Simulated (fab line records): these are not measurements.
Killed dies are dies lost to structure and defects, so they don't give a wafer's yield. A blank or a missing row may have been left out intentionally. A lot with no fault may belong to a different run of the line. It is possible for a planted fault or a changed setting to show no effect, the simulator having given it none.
fab line records	flow n5_finfet
[record] lots = 24	wafers = 72	last_day = 18
route steps=1938 shown BEOL_M14@1716
lots with no fault: from the same line, run without faults
start_h: hours from the record's opening day to when the first of the lot's shown wafers began	wait_h: hours from the lot's prior step to this one	" same as the row above	L1.1+2: one row covering several wafers at once	- either no value or no given start	* or withheld: withheld	< > ~ a bound
route shown NAME@n: names a module that has steps shown in the file, with the first one's number in the route	usual: mean and standard deviation over wafers with no fault	same: alike in all rows	chamber/n: place in a boat	sites: per-site readings	_std_site: standard deviation of those values	_edge_site: inner sites' mean taken away from outer sites' mean	radius_mm: for every site, how far away it sits from the centre of the wafer	mask NAME#n: copy n	behind: the last tool/chamber to shape the wafer	hold: what put the lot on hold/how long, in hours/how the hold closed	device: the n, p or np transistor that did not switch	end of line: tests of these same wafers at the route's end	a step without rows: its recipe alone	killed: dies that structure and defects cost at the first sort, which is not the same as the wafer's yield	map: dies across one wafer; x = killed, . = not, _ = none there
set.NAME: the run value of the setting; set.NAME@STEP: its run value at that earlier step	model.NAME: the simulator's own value behind a step, which no gauge read
the route's steps for a sample of lots (tables are steps, rows are wafers)
services: a tool's chamber out of use, with start hour (start_h, from the record's first day; less than 0 if before it), hours out, and reason
[[steps]]
[step N5_BEOL_M14_ILD_DEP_00]
[recipe] material = SiO2	target_thk_a = 11193	temp_c = 400	precursor = TEOS/O2	pressure_torr = 6.5	rf_w = 900	teos_flow_sccm = 161.4	gas = O2	flow_sccm = 2650	time_s = 237.4
[usual] heater_power_w = 533/81	showerhead_plenum_p_Torr = 8.33/0.036	throttle_valve_pct = 18.6/1.3
lot.wafer	tool	chamber	start_h	wait_h	heater_power_w	showerhead_plenum_p_Torr	since_wet_clean_h	throttle_valve_pct
L074.2	pecvd-04	2	261.04	0.0	469	8.26	30	16.9
L074.3	"	1	"	"	465	8.40	1509	18.3
L074.6	"	2	"	"	536	8.29	-	16.6
L076.2	pecvd-04	0	267.23	0.0	645	8.34	790	18.0
L076.4	"	2	"	"	566	8.28	-	16.6
L076.6	"	0	"	"	524	8.33	-	18.1
L075.3	pecvd-02	1	275.67	0.0	498	8.34	2067	19.8
L075.4	"	2	"	"	509	8.37	-	17.6
L075.6	"	1	"	"	554	8.33	-	20.0
L077.2	pecvd-04	0	275.94	0.0	623	8.32	799	17.7
L077.4	"	0	"	"	681	8.33	-	18.0
L077.6	"	1	"	"	425	8.39	-	18.1
L078.3	pecvd-01	2	276.55	0.1	611	8.32	-	18.4
L078.4	"	1	"	"	577	8.30	-	17.9
L078.5	"	2	"	"	642	8.34	-	18.2
L079.1	pecvd-02	2	289.88	0.0	505	8.36	602	17.6
L079.3	"	1	"	"	458	8.33	2081	19.7
L079.5	"	2	"	"	393	8.36	-	17.4
L080.3	pecvd-04	2	295.57	0.0	484	8.29	64	17.0
L080.4	"	2	"	"	559	8.30	-	16.7
L080.5	"	1	"	"	482	8.38	-	18.2
L083.1	pecvd-01	2	303.66	0.0	634	8.33	435	18.5
L083.3	"	1	"	"	612	8.30	1914	17.6
L083.6	"	1	"	"	478	8.29	-	17.5
L081.2	pecvd-01	1	304.76	0.0	593	8.31	1915	17.7
L081.5	"	2	"	"	505	8.34	-	18.3
L081.6	"	1	"	"	647	8.30	-	17.6
L082.2	pecvd-01	0	308.24	0.0	468	8.25	1193	21.0
L082.3	"	1	"	"	614	8.29	1918	18.0
L082.6	"	2	"	"	502	8.33	-	18.4
L086.3	pecvd-02	2	314.44	0.0	520	8.36	627	17.5
L086.4	"	0	"	"	586	8.38	-	19.4
L086.5	"	1	"	"	415	8.33	-	19.9
L084.4	pecvd-02	1	315.02	0.1	571	8.33	-	20.1
L084.5	"	2	"	"	500	8.36	-	17.9
L084.6	"	0	"	"	632	8.36	-	19.5
L087.3	pecvd-04	1	334.34	0.0	473	8.39	1582	18.1
L087.5	"	2	"	"	557	8.29	-	16.8
L087.6	"	1	"	"	363	8.37	-	18.2
L088.2	pecvd-02	2	340.55	0.0	429	8.37	653	18.0
L088.3	"	0	"	"	604	8.35	1407	19.7
L088.6	"	0	"	"	645	8.36	-	19.8
L089.1	pecvd-02	2	342.84	0.0	478	8.36	655	18.0
L089.4	"	0	"	"	605	8.38	-	19.7
L089.6	"	1	"	"	430	8.33	-	20.0
L085.4	pecvd-01	2	344.10	0.1	655	8.33	-	18.9
L085.5	"	0	"	"	514	8.29	-	21.1
L085.6	"	1	"	"	479	8.31	-	17.5
L090.1	pecvd-01	0	345.62	0.0	529	8.30	1231	21.1
L090.3	"	1	"	"	577	8.29	1956	17.7
L090.4	"	2	"	"	496	8.34	-	18.7
L091.2	pecvd-01	1	349.51	0.0	614	8.30	1960	17.8
L091.3	"	2	"	"	646	8.31	481	18.7
L091.6	"	1	"	"	482	8.29	-	17.4
L092.3	pecvd-04	1	363.09	0.0	418	8.40	1611	17.9
L092.5	"	2	"	"	588	8.29	-	17.1
L092.6	"	1	"	"	474	8.39	-	18.0
L094.1	pecvd-04	2	379.00	0.0	571	8.29	148	17.0
L094.2	"	0	"	"	647	8.33	902	17.9
L094.4	"	1	"	"	366	8.39	-	18.1
L093.1	pecvd-02	0	379.29	0.0	608	8.36	1446	19.5
L093.3	"	2	"	"	469	8.36	692	17.7
L093.5	"	1	"	"	420	8.31	-	19.9
L097.4	pecvd-02	0	389.27	0.1	481	8.37	-	19.7
L097.5	"	2	"	"	456	8.38	-	17.8
L097.6	"	0	"	"	559	8.35	-	19.6
L095.2	pecvd-02	2	391.19	0.0	449	8.35	704	18.2
L095.4	"	0	"	"	584	8.38	-	19.5
L095.6	"	2	"	"	388	8.34	-	17.8
L096.2	pecvd-01	0	401.19	0.0	517	8.29	1286	21.1
L096.3	"	2	"	"	607	8.35	532	18.6
L096.5	"	2	"	"	634	8.32	-	18.4
[step N5_BEOL_M14_INSPECT_12]
[recipe] mode = adi	inspect_instrument = macro
[usual] raw_defect_count = 2.2/1.5
lot.wafer	tool	chamber	start_h	wait_h	raw_defect_count
L074.2	defect_inspect-02	-	261.71	0.0	3
L074.3	"	-	"	"	2
L074.6	"	-	"	"	6
L076.2	defect_inspect-02	-	267.86	0.0	1
L076.4	"	-	"	"	1
L076.6	"	-	"	"	2
L075.3	defect_inspect-01	-	276.35	0.0	3
L075.4	"	-	"	"	2
L075.6	"	-	"	"	2
L077.2	defect_inspect-01	-	276.61	0.0	2
L077.4	"	-	"	"	0
L077.6	"	-	"	"	3
L078.3	defect_inspect-02	-	277.11	0.0	1
L078.4	"	-	"	"	1
L078.5	"	-	"	"	3
L079.1	defect_inspect-02	-	290.43	0.0	2
L079.3	"	-	"	"	2
L079.5	"	-	"	"	4
L080.3	defect_inspect-01	-	296.12	0.0	5
L080.4	"	-	"	"	2
L080.5	"	-	"	"	4
L083.1	defect_inspect-01	-	304.33	0.0	2
L083.3	"	-	"	"	2
L083.6	"	-	"	"	0
L081.2	defect_inspect-02	-	305.31	0.0	3
L081.5	"	-	"	"	2
L081.6	"	-	"	"	1
L082.2	defect_inspect-02	-	308.79	0.0	1
L082.3	"	-	"	"	0
L082.6	"	-	"	"	2
L086.3	defect_inspect-02	-	315.11	0.0	1
L086.4	"	-	"	"	6
L086.5	"	-	"	"	0
L084.4	defect_inspect-02	-	315.49	0.0	1
L084.5	"	-	"	"	3
L084.6	"	-	"	"	1
L087.3	defect_inspect-01	-	334.90	0.0	2
L087.5	"	-	"	"	3
L087.6	"	-	"	"	4
L088.2	defect_inspect-02	-	341.27	0.2	2
L088.3	"	-	"	"	1
L088.6	"	-	"	"	1
L089.1	defect_inspect-01	-	343.52	0.0	2
L089.4	"	-	"	"	6
L089.6	"	-	"	"	5
L085.4	defect_inspect-01	-	344.59	0.0	3
L085.5	"	-	"	"	5
L085.6	"	-	"	"	2
L090.1	defect_inspect-01	-	346.17	0.0	3
L090.3	"	-	"	"	5
L090.4	"	-	"	"	2
L091.2	defect_inspect-01	-	350.18	0.0	2
L091.3	"	-	"	"	2
L091.6	"	-	"	"	2
L092.3	defect_inspect-02	-	363.64	0.0	2
L092.5	"	-	"	"	1
L092.6	"	-	"	"	2
L094.1	defect_inspect-01	-	379.55	0.0	0
L094.2	"	-	"	"	3
L094.4	"	-	"	"	7
L093.1	defect_inspect-01	-	379.84	0.0	2
L093.3	"	-	"	"	2
L093.5	"	-	"	"	3
L097.4	defect_inspect-01	-	389.82	0.0	4
L097.5	"	-	"	"	5
L097.6	"	-	"	"	4
L095.2	defect_inspect-02	-	391.82	0.0	0
L095.4	"	-	"	"	3
L095.6	"	-	"	"	1
L096.2	defect_inspect-02	-	401.86	0.0	1
L096.3	"	-	"	"	2
L096.5	"	-	"	"	3
[step N5_BEOL_M14_DESCUM_33]
[recipe] chemistry = O2	time_s = 7.9	source_power_w = 50	bias_power_w = 20	pressure_mtorr = 20	rf_frequency_hz = 2.712e+07	temp_c = 40	o2_flow_sccm = 225
[usual] drypump_motor_current_A = 5.7/0.51	oes_product_au = 0.82/0.1	rf_vpp_V = 242.9/1.4	showerhead_plenum_p_Torr = 2.08/0.071	throttle_valve_pct = 20.51/0.17
lot.wafer	tool	chamber	start_h	wait_h	drypump_motor_current_A	oes_product_au	rf_hours_counter_h	rf_vpp_V	showerhead_plenum_p_Torr	throttle_valve_pct
L074.2	rie_diel-02	2	263.48	0.8	6.8	0.96	7	241.8	2.15	20.49
L074.3	"	1	"	"	5.8	0.79	110	243.1	2.19	20.66
L074.6	"	2	"	"	6.8	0.95	-	244.8	2.15	20.50
L076.2	rie_diel-05	2	268.89	0.0	5.1	0.70	214	241.1	1.98	20.25
L076.4	"	2	"	"	5.1	0.70	-	241.9	1.98	20.23
L076.6	"	1	"	"	5.2	0.82	-	242.3	2.03	20.50
L075.3	rie_diel-02	2	277.47	0.1	6.8	0.95	12	244.6	2.15	20.52
L075.4	"	0	"	"	5.9	0.91	34	241.5	2.05	20.45
L075.6	"	1	"	"	5.8	0.80	-	243.8	2.19	20.66
L077.2	rie_diel-02	3	278.30	0.7	5.4	0.92	25	243.4	2.13	20.28
L077.4	"	0	"	"	5.9	0.91	34	241.9	2.05	20.47
L077.6	"	3	"	"	5.4	0.92	-	243.6	2.13	20.30
L078.3	rie_diel-05	2	278.51	0.6	5.1	0.69	218	240.4	1.98	20.24
L078.4	"	3	"	"	5.9	0.69	217	240.4	1.99	20.50
L078.5	"	2	"	"	5.1	0.69	-	240.7	1.98	20.22
L079.1	rie_diel-02	2	291.44	0.0	6.8	0.93	17	244.7	2.15	20.53
L079.3	"	1	"	"	5.7	0.79	118	245.7	2.19	20.68
L079.5	"	3	"	"	5.4	0.91	-	245.6	2.12	20.30
L080.3	rie_diel-02	0	297.32	0.0	5.9	0.90	40	241.5	2.05	20.46
L080.4	"	3	"	"	5.4	0.90	32	243.5	2.12	20.29
L080.5	"	0	"	"	5.8	0.90	-	242.0	2.05	20.48
L083.1	rie_diel-02	1	305.40	0.1	5.8	0.79	123	244.3	2.18	20.66
L083.3	"	0	"	"	5.9	0.89	44	242.4	2.05	20.50
L083.6	"	3	"	"	5.4	0.89	-	244.8	2.12	20.32
L081.2	rie_diel-02	0	306.19	0.0	5.9	0.88	44	242.1	2.05	20.50
L081.5	"	1	"	"	5.8	0.78	-	244.9	2.18	20.67
L081.6	"	2	"	"	6.7	0.90	-	244.1	2.15	20.55
L082.2	rie_diel-02	1	309.80	0.0	5.8	0.78	125	245.7	2.18	20.68
L082.3	"	0	"	"	5.9	0.89	45	242.6	2.05	20.49
L082.6	"	0	"	"	5.9	0.89	-	241.3	2.05	20.48
L086.3	rie_diel-02	0	316.00	0.0	5.8	0.88	48	242.7	2.04	20.50
L086.4	"	3	"	"	5.4	0.89	38	244.8	2.12	20.31
L086.5	"	0	"	"	5.9	0.88	-	241.9	2.04	20.49
L084.4	rie_diel-01	2	316.45	0.1	5.1	0.70	224	242.5	2.07	20.60
L084.5	"	1	"	"	5.2	0.73	-	241.3	1.99	20.83
L084.6	"	2	"	"	5.1	0.70	-	242.6	2.07	20.58
L087.3	rie_diel-05	1	336.00	0.3	5.2	0.78	123	243.1	2.02	20.54
L087.5	"	2	"	"	5.1	0.68	-	241.9	1.98	20.25
L087.6	"	3	"	"	5.9	0.68	-	241.7	1.98	20.52
L088.2	rie_diel-01	3	342.28	0.0	5.8	0.71	230	243.7	2.16	20.70
L088.3	"	2	"	"	5.1	0.68	235	242.9	2.07	20.58
L088.6	"	2	"	"	5.1	0.69	-	242.7	2.07	20.59
L089.1	rie_diel-05	3	344.61	0.0	5.9	0.68	240	241.4	1.98	20.53
L089.4	"	0	"	"	5.6	0.93	26	242.6	2.06	20.40
L089.6	"	1	"	"	5.2	0.79	-	241.3	2.02	20.54
L085.4	rie_diel-01	1	345.61	0.0	5.2	0.71	-	241.7	1.99	20.84
L085.5	"	2	"	"	5.1	0.69	-	244.0	2.07	20.61
L085.6	"	3	"	"	5.7	0.71	-	244.2	2.16	20.70
L090.1	rie_diel-05	3	347.05	0.0	5.9	0.68	240	240.3	1.98	20.53
L090.3	"	0	"	"	5.6	0.93	27	243.3	2.05	20.41
L090.4	"	2	"	"	5.1	0.67	241	239.9	1.98	20.27
L091.2	rie_diel-02	0	351.19	0.0	5.9	0.87	60	242.8	2.04	20.49
L091.3	"	1	"	"	5.8	0.77	140	245.8	2.18	20.70
L091.6	"	2	"	"	6.7	0.90	-	243.4	2.14	20.55
L092.3	rie_diel-05	2	364.53	0.0	5.1	0.67	246	241.0	1.97	20.27
L092.5	"	0	"	"	5.6	0.92	-	244.0	2.05	20.43
L092.6	"	3	"	"	5.9	0.68	-	242.6	1.98	20.54
L094.1	rie_diel-01	1	380.61	0.0	5.2	0.73	211	241.4	1.98	20.86
L094.2	"	0	"	"	6.3	0.97	11	242.9	2.06	20.48
L094.4	"	2	"	"	5.1	0.68	248	242.3	2.06	20.64
L093.1	rie_diel-05	0	380.86	0.0	5.7	0.90	40	242.7	2.05	20.43
L093.3	"	0	"	"	5.7	0.91	-	242.7	2.05	20.43
L093.5	"	0	"	"	5.6	0.91	-	243.1	2.05	20.42
L097.4	rie_diel-02	1	390.84	0.0	5.8	0.75	-	244.5	2.17	20.72
L097.5	"	3	"	"	5.4	0.86	-	243.6	2.11	20.36
L097.6	"	2	"	"	6.8	0.87	-	245.0	2.14	20.56
L095.2	rie_diel-05	1	392.83	0.1	5.2	0.77	146	242.1	2.01	20.57
L095.4	"	0	"	"	5.7	0.90	-	241.2	2.05	20.44
L095.6	"	3	"	"	5.9	1.00	-	247.6	2.24	20.18
L096.2	rie_diel-01	2	402.95	0.0	5.1	1.00	2	242.2	2.06	20.24
L096.3	"	1	"	"	5.2	0.71	222	242.0	1.98	20.88
L096.5	"	1	"	"	5.2	0.71	-	241.7	1.98	20.87
[step N5_BEOL_M14_DEGAS_41]
[recipe] ambient = vacuum	temp_c = 300	time_s = 60
[usual] heater_power_w = 469/46
lot.wafer	tool	chamber	start_h	wait_h	heater_power_w
L074.2	pvd_sputter-01	-	268.53	1.7	493
L074.3	"	-	"	"	390
L074.6	"	-	"	"	398
L076.2	pvd_sputter-01	-	275.12	0.2	441
L076.4	"	-	"	"	501
L076.6	"	-	"	"	403
L075.3	pvd_sputter-02	-	282.94	0.1	534
L075.4	"	-	"	"	527
L075.6	"	-	"	"	521
L077.2	pvd_sputter-03	-	284.48	0.8	508
L077.4	"	-	"	"	481
L077.6	"	-	"	"	464
L078.3	pvd_sputter-03	-	287.36	0.3	449
L078.4	"	-	"	"	428
L078.5	"	-	"	"	523
L079.1	pvd_sputter-01	-	293.69	0.8	487
L079.3	"	-	"	"	447
L079.5	"	-	"	"	432
L080.3	pvd_sputter-02	-	301.59	0.2	527
L080.4	"	-	"	"	433
L080.5	"	-	"	"	439
L083.1	pvd_sputter-01	-	308.16	0.1	495
L083.3	"	-	"	"	383
L083.6	"	-	"	"	440
L081.2	pvd_sputter-02	-	308.72	0.5	531
L081.5	"	-	"	"	446
L081.6	"	-	"	"	525
L082.2	pvd_sputter-02	-	312.84	0.3	444
L082.3	"	-	"	"	536
L082.6	"	-	"	"	514
L086.3	pvd_sputter-02	-	317.70	0.5	442
L086.4	"	-	"	"	534
L086.5	"	-	"	"	522
L084.4	pvd_sputter-03	-	318.30	0.6	526
L084.5	"	-	"	"	443
L084.6	"	-	"	"	478
L087.3	pvd_sputter-02	-	340.23	0.4	425
L087.5	"	-	"	"	538
L087.6	"	-	"	"	431
L088.2	pvd_sputter-02	-	343.73	0.1	449
L088.3	"	-	"	"	423
L088.6	"	-	"	"	431
L089.1	pvd_sputter-02	-	347.01	0.6	424
L089.4	"	-	"	"	544
L089.6	"	-	"	"	450
L085.4	pvd_sputter-01	-	348.23	0.3	393
L085.5	"	-	"	"	492
L085.6	"	-	"	"	398
L090.1	pvd_sputter-02	-	348.73	0.4	441
L090.3	"	-	"	"	536
L090.4	"	-	"	"	445
L091.2	pvd_sputter-02	-	352.25	0.2	423
L091.3	"	-	"	"	531
L091.6	"	-	"	"	451
L092.3	pvd_sputter-02	-	365.81	0.4	538
L092.5	"	-	"	"	455
L092.6	"	-	"	"	437
L094.1	pvd_sputter-03	-	382.27	0.3	429
L094.2	"	-	"	"	504
L094.4	"	-	"	"	468
L093.1	pvd_sputter-02	-	382.33	0.2	444
L093.3	"	-	"	"	431
L093.5	"	-	"	"	523
L097.4	pvd_sputter-03	-	395.39	0.4	420
L097.5	"	-	"	"	422
L097.6	"	-	"	"	505
L095.2	pvd_sputter-01	-	395.54	0.2	502
L095.4	"	-	"	"	400
L095.6	"	-	"	"	493
L096.2	pvd_sputter-02	-	404.18	0.0	432
L096.3	"	-	"	"	430
L096.5	"	-	"	"	528
[step N5_BEOL_M14_CMP_49]
[recipe] stop_on = SiO2	t_overpolish_s = 5.2	down_force_psi = 2	platen_rpm = 80	clearing_platen_down_force_psi = 2	clearing_platen_rpm = 80	post_cmp_clean = cu_alkaline	target_thk_nm = 560	clearing_platen_pad_velocity_m_s = 1.5917	pad_velocity_m_s = 1.5917
[usual] barrier_field_endpoint_s = 11.34/0.27	clearing_platen_down_force_psi = 2.000/0.004	clearing_platen_rpm = 80.00/0.038	motor_current_A = 8.0/0.79	overpolish_run_s = 5.198/0.0094	time_to_endpoint_s = 121/3.9
lot.wafer	tool	chamber	start_h	wait_h	barrier_field_endpoint_s	clearing_platen_down_force_psi	clearing_platen_rpm	motor_current_A	overpolish_run_s	time_to_endpoint_s
L074.3	cmp-02	0	269.41	0.2	11.52	1.996	79.98	8.9	5.211	123
L074.2	"	2	"	"	11.46	2.002	80.02	8.2	5.171	125
L074.6	"	3	"	"	11.36	1.996	79.99	8.7	5.194	122
L076.2	cmp-01	0	276.24	0.3	11.37	1.997	80.00	7.1	5.203	128
L076.4	"	1	"	"	11.51	2.002	79.98	8.3	5.215	122
L076.6	"	3	"	"	11.21	1.993	80.06	7.3	5.204	122
L075.4	cmp-03	2	283.78	0.1	11.22	2.005	79.97	7.8	5.189	116
L075.3	"	3	"	"	11.34	1.997	79.96	8.3	5.202	119
L075.6	"	3	"	"	11.42	1.995	80.04	8.0	5.193	123
L077.4	cmp-01	3	285.40	0.2	11.24	1.997	79.98	7.7	5.202	119
L077.2	"	0	"	"	11.65	2.005	79.96	7.1	5.210	123
L077.6	"	2	"	"	11.62	1.993	79.92	6.8	5.209	125
L078.3	cmp-03	3	288.46	0.2	11.03	1.997	80.01	8.1	5.209	117
L078.4	"	2	"	"	11.18	1.998	80.02	8.0	5.189	112
L078.5	"	3	"	"	11.30	1.997	80.05	8.1	5.206	119
L079.1	cmp-01	1	294.53	0.3	11.55	2.001	79.96	9.1	5.201	121
L079.3	"	2	"	"	11.99	2.003	79.94	6.5	5.202	131
L079.5	"	1	"	"	11.67	1.997	79.96	8.6	5.199	124
L080.3	cmp-03	2	302.43	0.2	11.65	2.007	79.93	8.4	5.206	124
L080.4	"	1	"	"	11.74	2.000	80.06	8.0	5.186	122
L080.5	"	2	"	"	11.56	2.002	79.97	7.7	5.201	120
L083.1	cmp-01	3	309.04	0.3	11.47	1.993	80.04	7.2	5.212	125
L083.3	"	1	"	"	11.58	1.994	80.02	7.9	5.203	127
L083.6	"	2	"	"	11.76	1.998	80.01	6.4	5.192	131
L081.2	cmp-02	3	309.82	0.2	11.56	1.999	79.97	8.8	5.209	124
L081.5	"	3	"	"	11.29	2.000	79.92	8.4	5.198	123
L081.6	"	0	"	"	11.49	1.999	79.97	8.6	5.203	124
L082.3	cmp-02	2	313.68	0.2	11.05	2.000	79.99	8.1	5.204	123
L082.2	"	0	"	"	11.17	1.991	80.01	8.6	5.216	124
L082.6	"	3	"	"	11.24	2.003	79.96	7.9	5.212	125
L086.3	cmp-02	3	318.79	0.2	11.19	1.997	79.98	8.7	5.208	122
L086.4	"	0	"	"	11.55	1.995	80.02	8.6	5.219	126
L086.5	"	2	"	"	11.49	1.998	80.01	8.0	5.203	126
L084.4	cmp-01	0	319.19	0.2	11.15	2.005	79.97	7.5	5.178	125
L084.5	"	3	"	"	11.23	1.994	80.10	7.5	5.196	121
L084.6	"	0	"	"	11.59	2.001	80.00	7.4	5.193	126
L087.3	cmp-03	0	341.15	0.2	11.09	2.004	79.98	8.8	5.194	114
L087.5	"	2	"	"	11.03	2.003	79.96	8.1	5.194	119
L087.6	"	3	"	"	11.14	1.996	79.92	8.7	5.193	120
L088.3	cmp-03	2	344.58	0.2	11.16	1.999	79.96	8.2	5.190	119
L088.2	"	0	"	"	11.44	1.999	80.02	8.7	5.190	123
L088.6	"	3	"	"	11.37	2.003	80.08	8.4	5.210	122
L089.4	cmp-02	0	347.88	0.1	12.10	2.000	80.00	8.9	5.196	118
L089.1	"	3	"	"	11.75	1.997	80.00	8.6	5.183	120
L089.6	"	0	"	"	11.62	2.004	79.97	8.8	5.204	119
L085.4	cmp-03	3	349.07	0.1	10.58	2.002	80.01	7.9	5.205	114
L085.5	"	3	"	"	11.04	2.000	80.02	8.0	5.197	115
L085.6	"	0	"	"	11.14	1.997	79.97	8.9	5.197	119
L090.4	cmp-02	3	349.63	0.1	11.21	2.000	80.05	8.3	5.184	121
L090.1	"	1	"	"	11.16	2.001	80.04	9.7	5.185	117
L090.3	"	2	"	"	11.36	2.003	80.01	8.3	5.208	122
L091.2	cmp-01	1	353.09	0.2	11.53	1.995	80.01	8.7	5.194	123
L091.3	"	2	"	"	11.71	2.006	79.97	6.4	5.208	126
L091.6	"	1	"	"	11.28	1.996	80.06	8.2	5.178	121
L092.3	cmp-01	0	366.69	0.2	11.29	1.995	80.02	7.6	5.198	119
L092.5	"	3	"	"	10.76	2.004	79.96	6.8	5.199	113
L092.6	"	0	"	"	11.37	1.999	80.03	7.1	5.190	120
L094.2	cmp-02	3	383.11	0.2	11.20	2.003	80.03	8.9	5.208	117
L094.1	"	1	"	"	11.48	1.998	80.04	9.2	5.195	119
L094.4	"	2	"	"	11.24	2.003	80.02	8.3	5.204	123
L093.1	cmp-01	2	383.26	0.3	11.33	2.000	79.99	6.9	5.202	120
L093.3	"	3	"	"	11.04	2.005	79.99	7.3	5.205	120
L093.5	"	0	"	"	11.28	2.006	80.06	7.5	5.209	117
L097.4	cmp-01	0	396.61	0.1	11.19	2.009	79.96	7.3	5.198	121
L097.5	"	0	"	"	11.70	2.013	80.04	7.3	5.197	126
L097.6	"	1	"	"	11.21	1.997	79.97	8.8	5.196	116
L095.4	cmp-03	3	396.90	0.1	11.52	2.000	79.98	8.2	5.188	124
L095.2	"	2	"	"	11.04	1.996	80.02	8.2	5.199	120
L095.6	"	3	"	"	11.28	1.998	80.00	8.5	5.173	123
L096.3	cmp-01	2	405.03	0.2	11.39	2.001	80.05	6.6	5.208	124
L096.2	"	0	"	"	11.10	1.990	80.00	7.2	5.200	119
L096.5	"	2	"	"	11.38	1.996	80.01	6.7	5.213	121
[step N5_BEOL_M14_INSPECT_55]
[recipe] inspect_instrument = darkfield	mode = post_dep
[usual] raw_defect_count = 66/21
lot.wafer	tool	chamber	start_h	wait_h	raw_defect_count
L074.2	defect_inspect-01	-	269.82	0.0	58
L074.3	"	-	"	"	60
L074.6	"	-	"	"	61
L076.2	defect_inspect-02	-	276.62	0.0	60
L076.4	"	-	"	"	84
L076.6	"	-	"	"	56
L075.3	defect_inspect-02	-	284.23	0.0	72
L075.4	"	-	"	"	59
L075.6	"	-	"	"	53
L077.2	defect_inspect-02	-	285.77	0.0	42
L077.4	"	-	"	"	47
L077.6	"	-	"	"	39
L078.3	defect_inspect-01	-	288.91	0.0	70
L078.4	"	-	"	"	88
L078.5	"	-	"	"	82
L079.1	defect_inspect-02	-	294.98	0.0	59
L079.3	"	-	"	"	42
L079.5	"	-	"	"	54
L080.3	defect_inspect-02	-	302.88	0.0	74
L080.4	"	-	"	"	74
L080.5	"	-	"	"	68
L083.1	defect_inspect-01	-	309.46	0.0	43
L083.3	"	-	"	"	64
L083.6	"	-	"	"	79
L081.2	defect_inspect-02	-	310.26	0.0	57
L081.5	"	-	"	"	72
L081.6	"	-	"	"	120
L082.2	defect_inspect-01	-	314.13	0.0	104
L082.3	"	-	"	"	69
L082.6	"	-	"	"	70
L086.3	defect_inspect-02	-	319.20	0.0	48
L086.4	"	-	"	"	50
L086.5	"	-	"	"	106
L084.4	defect_inspect-02	-	319.61	0.0	53
L084.5	"	-	"	"	35
L084.6	"	-	"	"	72
L087.3	defect_inspect-02	-	341.53	0.0	57
L087.5	"	-	"	"	87
L087.6	"	-	"	"	84
L088.2	defect_inspect-01	-	345.03	0.0	118
L088.3	"	-	"	"	100
L088.6	"	-	"	"	79
L089.1	defect_inspect-01	-	348.33	0.0	55
L089.4	"	-	"	"	86
L089.6	"	-	"	"	56
L085.4	defect_inspect-02	-	349.54	0.0	19
L085.5	"	-	"	"	42
L085.6	"	-	"	"	54
L090.1	defect_inspect-01	-	350.08	0.0	50
L090.3	"	-	"	"	88
L090.4	"	-	"	"	80
L091.2	defect_inspect-02	-	353.54	0.0	86
L091.3	"	-	"	"	48
L091.6	"	-	"	"	48
L092.3	defect_inspect-02	-	367.10	0.0	58
L092.5	"	-	"	"	24
L092.6	"	-	"	"	65
L094.1	defect_inspect-01	-	383.56	0.0	70
L094.2	"	-	"	"	57
L094.4	"	-	"	"	74
L093.1	defect_inspect-02	-	383.63	0.0	68
L093.3	"	-	"	"	79
L093.5	"	-	"	"	72
L097.4	defect_inspect-01	-	397.06	0.0	75
L097.5	"	-	"	"	50
L097.6	"	-	"	"	44
L095.2	defect_inspect-02	-	397.38	0.0	71
L095.4	"	-	"	"	46
L095.6	"	-	"	"	57
L096.2	defect_inspect-01	-	405.51	0.0	70
L096.3	"	-	"	"	56
L096.5	"	-	"	"	59
[[services]]
tool	chamber	start_h	hours	kind
pecvd-01	1	237.48	10.0	repair
cmp-01	-	276.89	4.0	pm
cmp-01	-	280.89	-	consumable_replace:conditioner
cmp-01	-	280.89	-	consumable_replace:pad
cmp-02	-	282.84	3.9	repair
pecvd-01	-	283.86	6.0	pm
pecvd-02	0	291.76	2.1	scheduled_down
cmp-02	-	301.49	0.3	repair
rie_diel-01	3	303.84	3.5	repair
cmp-01	-	312.41	0.7	repair
cmp-03	-	313.49	3.7	repair
cmp-03	-	351.46	1.7	repair
cmp-02	-	353.40	3.8	repair
cmp-01	-	354.70	3.7	pm
pvd_sputter-01	-	365.49	7.0	repair
pvd_sputter-02	-	366.55	13.9	repair
cmp-03	-	374.51	2.8	repair
cmp-03	-	380.57	4.0	pm
pecvd-02	1	383.62	-	clean
pecvd-02	1	383.62	-	consumable_replace:showerhead
pecvd-02	1	383.62	29.0	scheduled_down
rie_diel-02	0	387.93	20.3	repair
rie_diel-02	-	396.06	0.3	repair
rie_diel-02	3	404.05	1.5	repair
[[key]]
fault none
